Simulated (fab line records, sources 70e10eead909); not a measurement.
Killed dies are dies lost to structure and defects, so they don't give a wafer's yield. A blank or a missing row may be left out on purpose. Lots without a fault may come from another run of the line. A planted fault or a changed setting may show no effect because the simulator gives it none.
Which tool did it? | flow nand_harc | 6 lots, 18 wafers sampled, at 5 steps of a route of 1302

WHAT THE GAUGES READ, wafer by wafer
NHARC_END_SORT_01.
lot  | measured     | on        | killed_open
L421 | day 31 03:28 | prober-01 | 6 2 3
L426 | day 31 14:07 | prober-02 | 1 3 3
L427 | day 32 19:12 | prober-01 | 4 2 3

WHICH TOOL RAN EACH LOT (tool, then ch and the chambers of the sampled wafers, then the start)
lot  | NHARC_A_STAIRCASE_HM_OPEN_457                 | NHARC_A_STAIRCASE_HM_DEP_462  | NHARC_A_STAIRCASE_DEP_301       | NHARC_A_STAIRCASE_ETCH_313
L409 | rie_diel-12 ch 0,3, day 17 12:46 or earlier   | acl_dep-03 ch 0, day 17 12:46 | pecvd-04 ch 0,1,2, day 17 14:21 | rie_diel-11 ch 0,3, day 17 15:16
L413 | rie_diel-12 ch 0,1,2, day 19 13:56 or earlier | acl_dep-01 ch 0, day 19 13:56 | pecvd-03 ch 0,1,2, day 19 15:49 | rie_diel-11 ch 0,1,2, day 19 16:53
L421 | rie_diel-11 ch 0,1,3, day 23 13:24 or earlier | acl_dep-03 ch 0, day 23 13:24 | pecvd-02 ch 0,1,2, day 23 15:16 | rie_diel-04 ch 1,2,3, day 23 16:20
L426 | rie_diel-11 ch 1,3, day 24 06:36 or earlier   | acl_dep-03 ch 0, day 24 06:36 | pecvd-04 ch 0,2, day 24 08:07   | rie_diel-11 ch 0,2,3, day 24 09:12
L427 | rie_diel-11 ch 0,1, day 25 00:47 or earlier   | acl_dep-02 ch 0, day 25 00:47 | pecvd-03 ch 1,2, day 25 02:02   | rie_diel-04 ch 0,2, day 25 03:05
L429 | rie_diel-04 ch 1,2,3, day 27 17:26 or earlier | acl_dep-01 ch 0, day 27 17:26 | pecvd-03 ch 0,2, day 27 18:58   | rie_diel-04 ch 0,1,3, day 27 20:02
- NHARC_A_STAIRCASE_HM_OPEN_457: chemistry O2/COS.
- NHARC_A_STAIRCASE_HM_DEP_462: deposits aC, target thk 800 nm.
- NHARC_A_STAIRCASE_DEP_301: deposits SiON, target thk 30 nm.
- NHARC_A_STAIRCASE_ETCH_313: etches the open film in CF4/CHF3.

THE ANSWER, worked out from the rows above alone
Rule: what is usual is taken from the lots themselves. Put in order of their means at a reading, lots are off if they are a third of the lots or fewer, leave a main group of 4 or more, and stand apart from it by a gap of 3 or more times the standard deviation of the main group's means; of several such gaps the widest counts. A main group whose means are all the same, to the digits that the tables above print for the reading, isn't used. A lot without any number at a reading at which 4 lots or more have one is off too. The other lots that the step has rows for count as sound.
No lot is off at any reading shown: from this, nothing can be told.

WHAT THE SIMULATOR HAD PUT IN
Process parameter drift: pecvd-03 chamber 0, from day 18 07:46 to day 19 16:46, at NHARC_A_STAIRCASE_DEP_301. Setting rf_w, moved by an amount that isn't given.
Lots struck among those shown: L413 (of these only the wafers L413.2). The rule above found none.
